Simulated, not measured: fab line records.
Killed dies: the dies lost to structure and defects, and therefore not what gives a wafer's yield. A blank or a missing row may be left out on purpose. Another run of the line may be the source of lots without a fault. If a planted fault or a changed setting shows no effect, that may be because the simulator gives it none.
Matching of chambers ; flow nand_harc ; rie_diel-10 running NHARC_P_M0_DESCUM_14: 3 sister chambers
The step chemistry O2, time 3 s. 14 wafers are shown with their chamber, then 5 later ones without.

== EACH WAFER AND ITS CHAMBER ==
wafer;chamber;showerhead_plenum_p_Torr (Torr);drypump_motor_current_A (A);rf_vpp_V (V)
L078.4;2;2.05;5.8;57.5
L078.5;2;2.05;5.8;60.0
L078.6;3;1.88;5.8;58.0
L081.1;2;2.04;5.8;59.3
L081.3;3;1.87;5.9;56.9
L081.6;3;1.87;5.9;57.0
L082.1;2;2.04;5.8;57.4
L082.2;0;1.95;5.0;57.5
L082.4;3;1.87;5.9;57.6
L083.1;2;2.04;5.8;58.9
L083.5;3;1.87;5.8;58.5
L083.6;2;2.04;5.8;57.0
L086.1;3;1.87;5.8;57.5
L086.2;2;2.04;5.8;58.6

SIGNATURES (means of the wafers above)
reading;chamber 0;chamber 2;chamber 3;scatter within a chamber
showerhead_plenum_p_Torr;1.9500;2.0429;1.8717;0.00453
drypump_motor_current_A;5.000;5.800;5.850;0.0369
rf_vpp_V;57.500;58.386;57.583;0.917
Rule: a wafer lies at a distance from a chamber equal to the root of the sum of squares, over the readings, of (its reading less the chamber's mean, divided by the reading's scatter). The wafer belongs to the nearest chamber; if the next one is less than 2 further off, it can't be placed. The scatter: the root of (the sum of the squares of (reading less its chamber's mean) over the shown wafers, divided by (wafers less chambers)).

== WAFERS WHOSE CHAMBER IS MISSING ==
wafer;showerhead_plenum_p_Torr (Torr);drypump_motor_current_A (A);rf_vpp_V (V)
L088.1;2.04;5.8;57.6
L088.3;1.86;5.9;57.1
L088.4;1.95;5.0;58.1
L095.2;1.86;5.9;59.3
L095.5;1.94;5.0;57.7

== WHICH CHAMBER EACH WENT THROUGH ==
wafer;from the rows above;in truth
L088.1;2;2
L088.3;3;3
L088.4;0;0
L095.2;3;3
L095.5;0;0
5 of 5 placed correctly. From these rows, 0 cannot be placed. Wrongly placed: 0.
